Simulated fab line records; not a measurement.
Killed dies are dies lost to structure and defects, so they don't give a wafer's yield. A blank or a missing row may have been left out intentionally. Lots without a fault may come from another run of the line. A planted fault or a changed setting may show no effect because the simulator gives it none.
fab line records    flow nand-harc
record lots=11  wafers=33  last-day=24
route steps=1159 shown P_M0@264 P_M1@293 END@1159
lots with no fault: from the same line, run without faults
start-h: the number of hours between the record's first day and the start of the first shown wafer of the lot    wait-h: hours elapsed since this lot's preceding step    " as in the row above    L1.1+2: a single row standing in for several wafers    - either no value or no given start    * or withheld: withheld    < > ~ a bound
route shown NAME@n: NAME is a module with steps in the file, n the number in the route of the first one    usual: mean and standard deviation over wafers with no fault    same: alike in all rows    chamber/n: place in a boat    sites: readings site by site    _std_site: their standard deviation    _edge_site: the outer-site mean with the inner-site mean subtracted    radius-mm: how far each site lies from the wafer's centre    mask NAME#n: copy n    behind: the last tool/chamber to shape the wafer    hold: why the lot went on hold/how many hours it stayed there/how the hold came to an end    device: whichever transistor did not switch (one of n, p or np)    end of line: the tests these same wafers got at the end of their route    a step with no rows: only its recipe    killed: dies that structure and defects cost at the first sort, which is not the same as the wafer's yield    map: dies across one wafer; x = killed, . = not, _ = none there
set.NAME: the setting that was run; set.NAME@STEP: the one run at that earlier step    model.NAME: the simulator's own value behind a step, which no gauge read
one table for each step of the route and one row for each wafer, over a sample of lots
services: a tool's chamber out of use, with start hour (start-h, from the record's first day; less than 0 if before it), hours out, and reason
## steps
# step NHARC_P_M0_OVL_MEAS_10
# recipe pitch-nm=180
# usual overlay-x-nm=0.1/0.76  overlay-y-nm=-0.1/0.62
lot.wafer  tool        chamber  start-h  wait-h  overlay-x-nm  overlay-y-nm
L774.1     overlay-02  -        110.84   -       1.4           -0.1
L774.3     "           -        "        "       1.6           0.1
L774.5     "           -        "        "       1.3           -0.7
L775.2     overlay-01  -        124.98   -       -0.6          0.6
L775.3     "           -        "        "       0.5           0.1
L775.6     "           -        "        "       0.5           0.3
L779.1     overlay-02  -        153.02   -       -0.8          -0.6
L779.4     "           -        "        "       -0.6          -1.3
L779.6     "           -        "        "       -1.1          -0.9
L781.1     overlay-02  -        157.61   -       0.5           0.1
L781.3     "           -        "        "       0.9           0.0
L781.6     "           -        "        "       1.0           -0.4
L782.3     overlay-02  -        161.05   -       0.3           -0.6
L782.4     "           -        "        "       1.0           -0.8
L782.6     "           -        "        "       0.8           -0.5
L783.3     overlay-02  -        161.20   -       0.9           0.0
L783.4     "           -        "        "       0.7           -0.2
L783.6     "           -        "        "       0.8           -0.3
L784.2     overlay-01  -        177.13   -       -0.8          -1.3
L784.3     "           -        "        "       -0.2          -0.7
L784.6     "           -        "        "       -0.2          -1.2
L790.1     overlay-02  -        213.25   -       0.5           -0.1
L790.2     "           -        "        "       0.8           -0.7
L790.4     "           -        "        "       0.4           -0.6
L792.1     overlay-02  -        216.38   -       -1.2          0.1
L792.2     "           -        "        "       -1.5          0.1
L792.4     "           -        "        "       -1.7          0.0
L793.1     overlay-01  -        223.41   -       -0.6          -1.0
L793.2     "           -        "        "       0.0           -0.2
L793.3     "           -        "        "       -0.6          0.0
L796.1     overlay-01  -        246.54   -       0.1           0.8
L796.4     "           -        "        "       -0.2          0.8
L796.5     "           -        "        "       0.0           0.3
# step NHARC_P_M1_PEB_07
# recipe peb-temp-c=100  peb-time-s=65
# usual chill-plate-temp-C=23.01/0.11  heater-power-total-W=156.6/0.41  plate-temp-C=100.00/0.14
lot.wafer  tool            chamber  start-h  wait-h  chill-plate-temp-C  heater-power-total-W  plate-temp-C
L774.1     litho-track-01  0        115.06   0.1     23.27               157.0                 99.77
L774.3     "               0        "        "       23.14               156.3                 99.88
L774.5     "               0        "        "       22.97               156.5                 99.93
L775.2     litho-track-04  0        128.87   0.1     23.04               156.4                 99.88
L775.3     "               0        "        "       23.08               156.2                 99.96
L775.6     "               0        "        "       23.02               157.1                 99.85
L779.1     litho-track-01  0        156.95   0.1     22.84               156.5                 99.97
L779.4     "               0        "        "       22.92               156.2                 100.16
L779.6     "               0        "        "       22.82               156.7                 100.16
L781.1     litho-track-06  0        161.77   0.1     22.98               156.2                 99.85
L781.3     "               0        "        "       23.07               156.4                 100.17
L781.6     "               0        "        "       23.05               157.2                 99.96
L782.3     litho-track-01  0        164.94   0.0     23.26               156.5                 100.06
L782.4     "               0        "        "       23.20               157.1                 99.98
L782.6     "               0        "        "       23.15               157.0                 100.13
L783.3     litho-track-06  0        165.25   0.0     23.02               156.8                 99.82
L783.4     "               0        "        "       23.06               156.9                 100.02
L783.6     "               0        "        "       22.85               156.4                 100.06
L784.2     litho-track-06  0        181.09   0.1     22.98               156.6                 99.95
L784.3     "               0        "        "       23.06               156.8                 100.09
L784.6     "               0        "        "       22.88               156.5                 99.99
L790.1     litho-track-01  0        218.10   0.1     23.04               186.8                 114.09
L790.2     "               0        "        "       22.96               186.8                 114.03
L790.4     "               0        "        "       22.93               187.1                 114.16
L792.1     litho-track-01  0        220.34   0.1     22.87               186.4                 114.11
L792.2     "               0        "        "       22.86               187.0                 113.77
L792.4     "               0        "        "       22.98               186.5                 113.96
L793.1     litho-track-01  0        228.18   0.1     22.99               186.8                 113.90
L793.2     "               0        "        "       22.93               187.0                 113.75
L793.3     "               0        "        "       23.05               187.4                 114.03
L796.1     litho-track-06  0        250.36   0.1     23.05               156.0                 99.94
L796.4     "               0        "        "       23.02               156.7                 99.81
L796.5     "               0        "        "       23.05               156.1                 99.71
# step NHARC_P_M1_CD_MEAS_09
# recipe target-cd-nm=130  landing-energy-ev=500
# usual cd-nm=130.1/0.6
# same landing-energy-ev=500
lot.wafer  tool       chamber  start-h  wait-h  cd-nm
L774.1     cd-sem-03  0        115.14   -       131.3
L774.3     "          0        "        "       130.8
L774.5     "          0        "        "       131.1
L775.2     cd-sem-03  0        128.95   -       131.0
L775.3     "          0        "        "       130.6
L775.6     "          0        "        "       131.0
L779.1     cd-sem-03  0        157.03   -       128.8
L779.4     "          0        "        "       129.1
L779.6     "          0        "        "       129.9
L781.1     cd-sem-03  0        161.85   -       129.7
L781.3     "          0        "        "       130.4
L781.6     "          0        "        "       130.6
L782.3     cd-sem-02  0        165.02   -       129.7
L782.4     "          0        "        "       129.6
L782.6     "          0        "        "       128.9
L783.3     cd-sem-02  0        165.34   -       130.5
L783.4     "          0        "        "       131.1
L783.6     "          0        "        "       130.0
L784.2     cd-sem-02  0        181.17   -       129.5
L784.3     "          0        "        "       130.5
L784.6     "          0        "        "       130.2
L790.1     cd-sem-01  0        218.18   -       166.1
L790.2     "          0        "        "       165.7
L790.4     "          0        "        "       166.1
L792.1     cd-sem-02  0        220.42   -       165.2
L792.2     "          0        "        "       166.1
L792.4     "          0        "        "       166.8
L793.1     cd-sem-02  0        228.25   -       167.0
L793.2     "          0        "        "       166.6
L793.3     "          0        "        "       166.4
L796.1     cd-sem-03  0        250.44   -       130.2
L796.4     "          0        "        "       129.5
L796.5     "          0        "        "       129.3
# step NHARC_P_M1_OVL_MEAS_10
# recipe pitch-nm=260
# usual overlay-x-nm=0.1/0.69  overlay-y-nm=0.0/0.81
lot.wafer  tool        chamber  start-h  wait-h  overlay-x-nm  overlay-y-nm
L774.1     overlay-01  -        115.23   -       1.0           1.1
L774.3     "           -        "        "       1.0           1.4
L774.5     "           -        "        "       0.0           1.3
L775.2     overlay-01  -        129.04   -       0.3           -0.3
L775.3     "           -        "        "       -1.0          0.2
L775.6     "           -        "        "       0.0           0.1
L779.1     overlay-02  -        157.12   -       -1.3          -0.3
L779.4     "           -        "        "       -0.4          -0.3
L779.6     "           -        "        "       -0.7          0.0
L781.1     overlay-01  -        161.94   -       -0.2          -0.7
L781.3     "           -        "        "       -0.3          -1.4
L781.6     "           -        "        "       -0.6          -0.7
L782.3     overlay-02  -        165.11   -       -0.1          0.0
L782.4     "           -        "        "       -0.1          -0.3
L782.6     "           -        "        "       -0.1          -0.2
L783.3     overlay-02  -        165.42   -       1.6           -1.0
L783.4     "           -        "        "       1.3           -1.2
L783.6     "           -        "        "       1.0           -1.5
L784.2     overlay-01  -        181.26   -       1.1           -0.6
L784.3     "           -        "        "       1.5           -0.8
L784.6     "           -        "        "       0.5           0.1
L790.1     overlay-02  -        218.26   -       -0.2          0.0
L790.2     "           -        "        "       -0.1          -0.1
L790.4     "           -        "        "       -0.1          -0.2
L792.1     overlay-02  -        220.51   -       0.4           -0.7
L792.2     "           -        "        "       -0.1          -0.5
L792.4     "           -        "        "       0.2           -0.7
L793.1     overlay-01  -        228.34   -       0.7           0.1
L793.2     "           -        "        "       0.6           0.1
L793.3     "           -        "        "       0.5           -0.3
L796.1     overlay-01  -        250.53   -       0.6           0.0
L796.4     "           -        "        "       1.0           0.1
L796.5     "           -        "        "       0.8           0.2
# step NHARC_P_M1_DESCUM_14
# recipe time-s=3  o2-flow-sccm=200  ar-flow-sccm=0  bias-power-w=0  chemistry=O2
# usual drypump-motor-current-A=5.6/0.45  o2-flow-sccm=200.0/0.54  oes-product-au=0.999/0.0068  rf-vpp-V=57.9/0.9  showerhead-plenum-p-Torr=1.93/0.074  throttle-valve-pct=11.312/0.0089
# same bias-power-w=0  time-s=3
lot.wafer  tool         chamber  start-h  wait-h  drypump-motor-current-A  o2-flow-sccm  oes-product-au  rf-hours-counter-h  rf-vpp-V  showerhead-plenum-p-Torr  throttle-valve-pct
L774.3     rie-diel-12  3        115.34   0.1     5.9                      199.8         1.006           5                   58.2      1.88                      11.310
L774.1     "            0        "        "       6.1                      200.0         0.998           4                   57.6      1.93                      11.308
L774.5     "            2        "        "       5.9                      199.0         0.992           -                   57.6      2.06                      11.309
L775.2     rie-diel-12  0        129.13   0.1     6.1                      200.1         1.006           5                   58.1      1.93                      11.299
L775.3     "            3        "        "       5.9                      199.5         1.001           6                   56.2      1.88                      11.336
L775.6     "            0        "        "       6.1                      199.8         1.004           -                   58.4      1.93                      11.303
L779.1     rie-diel-08  1        157.21   0.1     5.1                      200.1         1.001           1                   57.4      1.96                      11.316
L779.4     "            3        "        "       6.1                      199.7         1.009           1                   59.0      1.97                      11.319
L779.6     "            1        "        "       5.1                      200.0         1.006           -                   57.2      1.96                      11.290
L781.3     rie-diel-08  0        162.04   0.1     5.2                      199.8         0.988           1                   57.8      2.02                      11.308
L781.1     "            2        "        "       5.3                      199.9         0.996           1                   58.0      1.93                      11.314
L781.6     "            0        "        "       5.2                      200.2         0.989           -                   60.6      2.02                      11.308
L782.3     rie-diel-12  3        165.20   0.1     5.9                      200.5         1.009           8                   58.3      1.88                      11.310
L782.4     "            0        "        "       6.1                      200.1         0.999           7                   57.4      1.93                      11.316
L782.6     "            3        "        "       5.9                      200.2         1.004           -                   56.5      1.88                      11.317
L783.4     rie-diel-08  1        165.53   0.1     5.1                      199.3         0.994           1                   58.0      1.96                      11.311
L783.3     "            2        "        "       5.2                      200.4         0.986           1                   58.9      1.93                      11.310
L783.6     "            0        "        "       5.2                      201.0         0.987           -                   57.0      2.02                      11.306
L784.3     rie-diel-08  1        181.36   0.1     5.1                      200.1         0.988           1                   58.5      1.96                      11.303
L784.2     "            3        "        "       6.1                      200.0         0.997           1                   57.5      1.97                      11.328
L784.6     "            1        "        "       5.1                      200.3         1.004           -                   57.8      1.96                      11.311
L790.4     rie-diel-04  0        218.36   0.1     5.1                      199.8         1.004           5                   57.2      1.95                      11.312
L790.2     "            1        "        "       6.4                      200.3         0.994           8                   58.7      1.83                      11.312
L790.1     "            2        "        "       5.0                      199.8         0.996           8                   56.1      1.85                      11.311
L792.2     rie-diel-12  2        220.62   0.1     5.9                      200.5         1.003           0                   57.0      2.06                      11.320
L792.1     "            3        "        "       5.9                      199.7         1.007           0                   58.3      1.88                      11.308
L792.4     "            0        "        "       6.1                      199.3         0.997           0                   57.2      1.93                      11.307
L793.3     rie-diel-08  0        228.45   0.1     5.2                      200.2         1.000           2                   57.9      2.02                      11.324
L793.1     "            1        "        "       5.1                      199.5         1.002           2                   56.5      1.96                      11.315
L793.2     "            2        "        "       5.2                      200.5         1.008           2                   57.1      1.93                      11.298
L796.1     rie-diel-04  3        250.65   0.1     6.2                      200.5         0.999           11                  57.6      1.81                      11.310
L796.4     "            0        "        "       5.2                      199.4         0.999           8                   57.8      1.95                      11.324
L796.5     "            1        "        "       6.4                      201.1         0.994           -                   56.7      1.83                      11.324
# step NHARC_END_SORT_01
# recipe temp-c=25
# usual defect-limited-yield=95.2/1.6  killed-at-array=28/11  killed-at-other=0.8/1.3  killed-at-periphery=3.6/2.5  killed-dies=32/11  killed-open=3.0/1.8  killed-short=2.0/1.5  sort_bin_2_pct=1.5/0.66  sort_bin_3_pct=0.25/0.23  sort_bin_4_pct=3.0/1.1  sort-n-pass=645/11  sort-rim-yield-pct=96.0/2.9  sort-yield-pct=95.2/1.6
# same gross-dies=677  sort_bin_5_pct[%]=0  sort_bin_6_pct[%]=0  sort_bin_7_pct[%]=0  sort_bin_8_pct[%]=0  sort-rim-n-gross=106.00
lot.wafer  tool       chamber  start-h  wait-h  defect-limited-yield[%]  killed-at-array  killed-at-other  killed-at-periphery  killed-dies  killed-open  killed-short  sort_bin_2_pct[%]  sort_bin_3_pct[%]  sort_bin_4_pct[%]  sort-n-pass  sort-rim-yield-pct[%]  sort-yield-pct[%]
L793.1     prober-02  0        547.74   2.5     91.9                     46               2                7                    55           4            5             2.7                0.44               5.0                622          90.6                   91.9
# killed by level:class
L793.1 A_CHANNEL_HOLE_D1:chamber-film-flake=19 A_SLIT:chamber-film-flake=14 P_GATE:chamber-film-flake=3 A_CONTACT:chamber-film-flake=3 P_CONTACT:geometric-particle:short=2 A_CONTACT:geometric-particle:open=2 A_M0:geometric-particle:short=2 A_ZERO_WELL:chamber-film-flake=2
## services
tool            chamber  start-h  hours  kind
litho-track-01  -        93.00    7.0    pm
rie-diel-04     0        100.32   3.8    repair
rie-diel-08     0        103.80   -      clean
rie-diel-08     1        103.80   -      clean
rie-diel-08     2        103.80   -      clean
rie-diel-08     3        103.80   -      clean
rie-diel-08     0        107.03   5.1    repair
rie-diel-04     -        112.25   9.0    pm
litho-track-06  -        117.00   7.0    pm
rie-diel-08     -        124.80   9.0    pm
rie-diel-08     0        124.80   9.0    vent-cycle
rie-diel-08     1        124.80   9.0    vent-cycle
rie-diel-08     2        124.80   9.0    vent-cycle
rie-diel-08     3        124.80   9.0    vent-cycle
rie-diel-08     0        133.80   -      clean
rie-diel-08     1        133.80   -      clean
rie-diel-08     2        133.80   -      clean
rie-diel-04     0        136.29   22.1   repair
litho-track-04  -        141.00   7.0    pm
rie-diel-04     2        168.41   2.5    repair
rie-diel-12     -        202.40   9.0    pm
rie-diel-12     0        231.48   9.0    repair
rie-diel-12     3        240.93   16.4   repair
rie-diel-12     1        242.28   2.0    repair
## key
first-sign step=NHARC_P_M1_PEB_07  reading=plate-temp-C  direction=up  sigmas=99+  usual=*  struck=*
effect step=NHARC_P_M1_PEB_07  reading=heater-power-total-W  direction=up  sigmas=74  usual=*  struck=*
effect step=NHARC_P_M1_CD_MEAS_09  reading=cd-nm  direction=up  sigmas=60  usual=130.1  struck=166.2
met-at NHARC_P_M1_PEB_07
struck-lots L790,L792,L793
not-acting-at NHARC_P_M0_OVL_MEAS_10,NHARC_P_M1_OVL_MEAS_10,NHARC_P_M1_DESCUM_14
onset-between 164.94 218.10
fault kind=process-parameter-drift  tool=litho-track-01  chamber=-  onset-h=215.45  steps=NHARC_P_M1_PEB_07  channel=peb-temp-c  offset=*  shape=step  end-h=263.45  acts-in=*  stated=*
